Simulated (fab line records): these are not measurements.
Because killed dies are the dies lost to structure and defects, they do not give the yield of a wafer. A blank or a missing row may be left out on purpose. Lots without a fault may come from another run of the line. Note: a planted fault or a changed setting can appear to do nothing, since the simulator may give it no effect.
fab line records | flow nand-harc
record lots=15 wafers=45 last-day=26
route steps=1159 shown A_STAIRCASE@738 A_SGD_CUT@771
lots untouched by any fault: they come from a run of this same line in which no faults occurred
start-h: hours from the record's opening day to when the first of the lot's shown wafers began | wait-h: hours since the lot's step before | " same as the row above | L1.1+2: one row covering several wafers at once | - no value, or no start was given | * or withheld: withheld | < > ~ a bound
route shown NAME@n: NAME is a module with steps in the file, n the number in the route of the first one | usual: mean/standard deviation taken from wafers without a fault | same: alike in all rows | chamber/n: place in a boat | sites: each site's reading | _std_site: their standard deviation | _edge_site: mean of outer sites minus mean of inner sites | radius-mm: how far each site lies from the wafer's centre | mask NAME#n: copy n | behind: tool/chamber where the wafer was last shaped | hold: what put the lot on hold/how long, in hours/how the hold closed | device: names the non-switching transistor (n, p or np) | end of line: tests of these same wafers at the route's end | a step without rows: its recipe alone | killed: at the first sort, the dies lost to defects and structure; wafer yield is something else | map: the dies of a wafer, with x for killed, . for not killed, _ for no die there
set.NAME: the setting that was run; set.NAME@STEP: the one run at that earlier step | model.NAME: the simulator's own value behind a step, which no gauge read
the route's steps for a sample of lots (tables are steps, rows are wafers)
services: the hour from which a tool's chamber was out of use, counted from the record's first day as start-h (under 0 if before that day), plus the number of hours and why
## steps
# step NHARC_A_STAIRCASE_ETCHBACK_422
# recipe target-depth-a=400 over-etch-frac=0.3 time-s=74.286 ion-energy-ev=120 ch3f-flow-sccm=50 o2-flow-sccm=30 ar-flow-sccm=200 rf-w=500 bias-w=100 chemistry=CH3F/O2
# usual drypump-motor-current-A=6.0/0.52 oes-product-au=0.95/0.035 rf-vpp-V=244.3/1.7 showerhead-plenum-p-Torr=2.45/0.11 throttle-valve-pct=20.664/0.0084
# columns lot.wafer tool chamber start-h wait-h drypump-motor-current-A oes-product-au rf-hours-counter-h rf-vpp-V showerhead-plenum-p-Torr throttle-valve-pct
L147.3 rie-diel-12 3 308.74 0.2 5.9 0.92 34 243.6 2.38 20.654
L147.4 " 0 " " 6.7 0.92 33 243.4 2.42 20.664
L147.5 " 2 " " 5.6 0.93 - 244.0 2.35 20.659
L149.3 rie-diel-11 3 319.53 0.3 6.4 0.95 49 244.4 2.38 20.663
L149.1 " 0 " " 6.2 0.94 49 241.3 2.27 20.675
L149.4 " 2 " " 5.5 0.92 32 243.1 2.37 20.662
L150.2 rie-diel-11 1 321.19 0.2 5.3 0.92 51 245.4 2.54 20.680
L150.1 " 2 " " 5.5 0.91 33 243.2 2.36 20.663
L150.5 " 3 " " 6.4 0.93 - 242.9 2.38 20.665
L152.2 rie-diel-11 2 347.25 0.1 5.5 0.92 41 241.8 2.36 20.661
L152.4 " 1 " " 5.3 0.92 58 245.4 2.54 20.659
L152.5 " 2 " " 5.5 0.92 - 242.6 2.36 20.669
L154.4 rie-diel-12 1 360.31 0.1 5.4 0.93 57 245.1 2.50 20.662
L154.6 " 1 " " 5.4 0.93 - 245.3 2.50 20.672
L154.5 " 2 " " 5.6 0.92 - 242.4 2.34 20.663
L155.3 rie-diel-11 1 360.62 0.2 5.3 0.92 64 246.0 2.54 20.654
L155.6 " 0 " " 6.2 0.93 - 241.9 2.27 20.668
L155.5 " 1 " " 5.3 0.92 - 246.6 2.54 20.656
L156.4 rie-diel-11 0 360.96 0.1 6.2 1.01 65 242.9 2.27 20.659
L156.3 " 1 " " 5.3 1.00 64 246.1 2.54 20.670
L156.2 " 2 " " 5.5 1.00 49 245.7 2.36 20.659
L158.4 rie-diel-02 1 385.61 0.2 6.7 1.01 17 244.4 2.40 20.677
L158.2 " 3 " " 6.1 1.00 21 246.2 2.54 20.655
L158.6 " 1 " " 6.7 1.00 - 243.6 2.40 20.658
L161.2 rie-diel-02 2 398.58 0.1 5.4 0.93 26 246.3 2.65 20.656
L161.1 " 0 " " 6.6 0.92 23 242.7 2.39 20.664
L161.5 " 2 " " 5.4 0.92 - 246.4 2.65 20.650
L163.2 rie-diel-02 0 405.02 0.2 6.5 0.98 26 242.8 2.39 20.657
L163.6 " 2 " " 5.4 1.00 - 247.7 2.65 20.664
L163.5 " 3 " " 6.1 0.99 - 246.0 2.54 20.670
L164.2 rie-diel-02 0 414.53 0.2 6.5 0.91 28 241.9 2.38 20.656
L164.3 " 1 " " 6.7 0.93 29 244.5 2.40 20.670
L164.6 " 3 " " 6.1 0.92 - 245.9 2.54 20.667
L167.3 rie-diel-02 3 431.01 0.1 6.1 0.91 37 243.8 2.54 20.659
L167.2 " 0 " " 6.5 0.92 32 242.9 2.38 20.663
L167.1 " 1 " " 6.7 0.92 33 244.9 2.40 20.658
L168.3 rie-diel-12 1 433.59 0.2 5.4 1.02 15 243.5 2.49 20.658
L168.2 " 2 " " 5.6 1.01 15 243.1 2.33 20.655
L168.6 " 3 " " 5.9 1.01 - 243.9 2.37 20.653
L169.3 rie-diel-02 2 456.98 0.2 5.4 1.01 49 246.6 2.64 20.655
L169.2 " 3 " " 6.2 1.00 49 245.2 2.53 20.670
L169.6 " 0 " " 6.6 0.98 - 243.5 2.38 20.659
L170.4 rie-diel-11 2 457.90 0.2 5.5 0.93 27 242.3 2.35 20.658
L170.2 " 0 " " 6.3 0.94 32 247.5 2.65 20.653
L170.6 " 1 " " 5.3 0.92 - 245.4 2.52 20.660
# step NHARC_A_STAIRCASE_ETCHBACK_157
# recipe target-depth-a=900 over-etch-frac=0.3 time-s=167.14 ion-energy-ev=120 ch3f-flow-sccm=50 o2-flow-sccm=30 ar-flow-sccm=200 rf-w=500 bias-w=100 chemistry=CH3F/O2
# usual drypump-motor-current-A=5.9/0.5 oes-product-au=0.978/0.029 rf-vpp-V=243.9/1.8 showerhead-plenum-p-Torr=2.43/0.11 throttle-valve-pct=20.663/0.011
# columns lot.wafer tool chamber start-h wait-h drypump-motor-current-A oes-product-au rf-hours-counter-h rf-vpp-V showerhead-plenum-p-Torr throttle-valve-pct
L147.3 rie-diel-11 2 309.10 0.2 5.5 0.928 27 242.5 2.37 20.653
L147.4 " 0 " " 6.2 0.979 44 242.2 2.28 20.666
L147.5 " 1 " " 5.3 0.976 - 244.5 2.54 20.670
L149.1 rie-diel-11 3 320.04 0.3 6.4 1.002 49 243.1 2.38 20.655
L149.4 " 0 " " 6.2 0.990 50 241.1 2.27 20.672
L149.3 " 1 " " 5.3 0.975 50 245.4 2.54 20.679
L150.1 rie-diel-11 1 321.52 0.2 5.3 0.980 51 245.4 2.54 20.656
L150.2 " 3 " " 6.4 0.998 50 243.5 2.38 20.659
L150.5 " 2 " " 5.5 0.966 - 243.4 2.36 20.647
L152.2 rie-diel-11 3 347.60 0.1 6.4 0.985 58 243.0 2.38 20.672
L152.4 " 1 " " 5.3 0.950 59 245.6 2.54 20.663
L152.5 " 0 " " 6.3 0.976 - 240.3 2.27 20.659
L154.4 rie-diel-12 0 360.69 0.2 6.7 0.988 55 242.8 2.41 20.659
L154.6 " 3 " " 5.9 0.967 - 242.6 2.37 20.671
L154.5 " 0 " " 6.7 0.995 - 243.0 2.41 20.650
L155.3 rie-diel-12 1 361.06 0.2 5.3 0.934 57 244.9 2.50 20.643
L155.6 " 2 " " 5.6 0.935 - 243.2 2.34 20.672
L155.5 " 3 " " 5.9 0.917 - 243.9 2.37 20.642
L156.2 rie-diel-11 1 361.41 0.3 5.3 1.004 65 245.8 2.54 20.672
L156.4 " 2 " " 5.5 1.008 49 244.4 2.36 20.645
L156.3 " 3 " " 6.5 1.018 66 243.1 2.37 20.667
L158.4 rie-diel-11 2 386.05 0.3 5.5 1.008 6 242.1 2.36 20.666
L158.2 " 3 " " 6.4 1.015 6 244.2 2.37 20.681
L158.6 " 1 " " 5.3 0.997 - 245.5 2.53 20.653
L161.1 rie-diel-02 3 398.94 0.2 6.1 0.963 27 245.0 2.54 20.660
L161.2 " 1 " " 6.7 0.980 23 242.5 2.40 20.656
L161.5 " 3 " " 6.1 0.963 - 245.6 2.54 20.680
L163.2 rie-diel-12 2 405.37 0.2 5.6 0.971 6 243.8 2.33 20.653
L163.5 " 1 " " 5.4 1.014 - 244.6 2.49 20.644
L163.6 " 2 " " 5.7 0.985 - 243.0 2.33 20.657
L164.2 rie-diel-02 0 414.86 0.1 6.5 0.941 28 242.1 2.38 20.665
L164.3 " 1 " " 6.7 0.963 29 243.5 2.40 20.668
L164.6 " 0 " " 6.5 0.943 - 241.9 2.38 20.656
L167.3 rie-diel-11 3 431.37 0.2 6.4 0.922 22 243.3 2.36 20.649
L167.2 " 0 " " 6.2 0.923 22 246.6 2.65 20.674
L167.1 " 1 " " 5.3 0.913 23 246.1 2.53 20.651
L168.3 rie-diel-12 1 433.99 0.2 5.4 1.013 16 244.2 2.49 20.666
L168.2 " 3 " " 5.9 0.994 16 242.4 2.37 20.672
L168.6 " 2 " " 5.6 0.996 - 243.1 2.33 20.669
L169.3 rie-diel-02 2 457.33 0.2 5.4 0.997 49 245.8 2.64 20.657
L169.2 " 0 " " 6.6 0.995 44 243.3 2.38 20.675
L169.6 " 3 " " 6.1 0.995 - 244.5 2.53 20.682
L170.2 rie-diel-12 3 458.29 0.2 5.9 0.999 25 242.3 2.36 20.666
L170.6 " 2 " " 5.6 0.989 - 242.3 2.33 20.647
L170.4 " 3 " " 5.9 1.007 - 243.8 2.36 20.676
# step NHARC_A_STAIRCASE_INSPECT_155
# usual raw-defect-count=338/120
# columns lot.wafer tool chamber start-h wait-h raw-defect-count
L147.3 defect-inspect-01 - 309.98 0.1 449
L147.4 " - " " 356
L147.5 " - " " 486
L149.1 defect-inspect-02 - 320.96 0.1 253
L149.3 " - " " 348
L149.4 " - " " 447
L150.1 defect-inspect-02 - 322.88 0.1 309
L150.2 " - " " 359
L150.5 " - " " 358
L152.2 defect-inspect-02 - 348.49 0.1 237
L152.4 " - " " 303
L152.5 " - " " 284
L154.4 defect-inspect-02 - 361.82 0.1 285
L154.5 " - " " 474
L154.6 " - " " 318
L155.3 defect-inspect-01 - 361.94 0.1 431
L155.5 " - " " 895
L155.6 " - " " 577
L156.2 defect-inspect-01 - 362.32 0.1 400
L156.3 " - " " 286
L156.4 " - " " 532
L158.2 defect-inspect-02 - 387.12 0.1 172
L158.4 " - " " 220
L158.6 " - " " 187
L161.1 defect-inspect-01 - 399.88 0.1 246
L161.2 " - " " 307
L161.5 " - " " 397
L163.2 defect-inspect-02 - 406.34 0.1 309
L163.5 " - " " 172
L163.6 " - " " 293
L164.2 defect-inspect-01 - 415.85 0.1 139
L164.3 " - " " 330
L164.6 " - " " 508
L167.1 defect-inspect-01 - 432.31 0.1 412
L167.2 " - " " 388
L167.3 " - " " 361
L168.2 defect-inspect-02 - 435.02 0.1 472
L168.3 " - " " 424
L168.6 " - " " 327
L169.2 defect-inspect-02 - 458.23 0.1 213
L169.3 " - " " 187
L169.6 " - " " 442
L170.2 defect-inspect-02 - 459.18 0.1 220
L170.4 " - " " 225
L170.6 " - " " 153
# step NHARC_A_SGD_CUT_ANNEAL_27
# recipe temp-c=450 time-s=1800
# usual run-length-s=1818/6.2 spike-tc-bottom-C=475.1/2.4
# columns lot.wafer tool chamber start-h wait-h run-length-s spike-tc-bottom-C
L147.3 furnace-01 0 316.14 4.1 1826 473.7
L147.4 " 0 " " 1826 473.6
L147.5 " 0 " " 1826 473.6
L149.1 furnace-05 0 326.55 3.1 1819 478.9
L149.3 " 0 " " 1819 476.9
L149.4 " 0 " " 1819 476.2
L150.1 furnace-05 0 326.55 1.6 1808 478.8
L150.2 " 0 " " 1808 478.8
L150.5 " 0 " " 1808 478.7
L152.2 furnace-01 0 353.66 2.9 1824 474.0
L152.4 " 0 " " 1824 472.5
L152.5 " 0 " " 1824 474.0
L154.4 furnace-01 0 366.84 2.8 1824 474.4
L154.5 " 0 " " 1824 473.7
L154.6 " 0 " " 1824 471.9
L155.3 furnace-01 0 366.84 2.3 1819 474.0
L155.5 " 0 " " 1819 471.8
L155.6 " 0 " " 1819 473.0
L156.2 furnace-01 0 366.84 2.5 1823 472.5
L156.3 " 0 " " 1823 473.7
L156.4 " 0 " " 1823 473.3
L158.2 furnace-01 0 391.22 1.9 1819 474.5
L158.4 " 0 " " 1819 474.8
L158.6 " 0 " " 1819 474.1
L161.1 furnace-01 - 411.64 9.6 - -
L161.2 " - " " - -
L161.5 " - " " - -
L163.2 furnace-01 - 411.64 3.2 - -
L163.5 " - " " - -
L163.6 " - " " - -
L164.2 furnace-01 - 420.70 2.7 - -
L164.3 " - " " - -
L164.6 " - " " - -
L167.1 furnace-05 0 437.20 2.8 1814 476.7
L167.2 " 0 " " 1814 480.1
L167.3 " 0 " " 1814 478.4
L168.2 furnace-01 0 439.98 2.8 1823 473.8
L168.3 " 0 " " 1823 473.8
L168.6 " 0 " " 1823 473.3
L169.2 furnace-05 0 465.20 4.9 1806 477.5
L169.3 " 0 " " 1806 478.9
L169.6 " 0 " " 1806 478.7
L170.2 furnace-05 0 465.20 3.8 1811 478.5
L170.4 " 0 " " 1811 479.1
L170.6 " 0 " " 1811 478.4
## services
# columns tool chamber start-h hours kind
rie-diel-11 0 297.61 - clean
rie-diel-11 1 297.61 - clean
rie-diel-11 2 297.61 - clean
rie-diel-11 3 297.61 - clean
rie-diel-12 3 318.14 2.6 repair
rie-diel-11 0 322.14 - clean
rie-diel-11 1 322.14 - clean
rie-diel-11 2 322.14 - clean
rie-diel-11 3 322.14 - clean
rie-diel-02 - 328.00 9.0 pm
rie-diel-11 0 346.64 - clean
rie-diel-11 1 346.64 - clean
rie-diel-11 2 346.64 - clean
rie-diel-11 3 346.64 - clean
rie-diel-11 - 366.56 9.0 pm
rie-diel-11 0 366.56 9.2 vent-cycle
rie-diel-11 1 366.56 9.0 vent-cycle
rie-diel-11 2 366.56 9.0 vent-cycle
rie-diel-11 3 366.56 9.0 vent-cycle
rie-diel-11 1 375.56 - clean
rie-diel-12 - 379.62 9.0 pm
furnace-05 - 404.87 26.0 pm
rie-diel-12 0 412.71 46.5 repair
rie-diel-11 2 431.23 15.4 repair
## key
first-sign step=NHARC_A_SGD_CUT_ANNEAL_27 reading=tool-record direction=missing
effect none on later readings
met-at NHARC_A_SGD_CUT_ANNEAL_27
struck-lots L161,L163,L164
later-rows-left-out L161.1,L161.2,L161.5,L163.2,L163.5,L163.6,L164.2,L164.3,L164.6
sort-left-out L161.1,L161.2,L161.5,L163.2,L163.5,L163.6,L164.2,L164.3,L164.6
tester-left-out L161,L163,L164
not-acting-at NHARC_A_STAIRCASE_ETCHBACK_422,NHARC_A_STAIRCASE_ETCHBACK_157,NHARC_A_STAIRCASE_INSPECT_155
onset-between 391.22 411.64
fault kind=skipped-step-whole tool=furnace-01 chamber=- onset-h=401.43 steps=NHARC_A_SGD_CUT_ANNEAL_27 scope=struck-lots-only
# tester-left-out: of these lots the tester's yield and bins aren't shown, on N5 and GAA mostly nor the transistor test; their killed dies are dies lost to structure and defects alone, not to doping, threshold or leakage, so they don't give the yield
# sort-left-out: the simulated sort isn't trusted on such a fault, so these wafers' sort isn't shown, and their yield isn't known
# later-rows-left-out: the simulator's readings of these wafers behind a module that went badly wrong aren't trusted and aren't shown, but for the sort
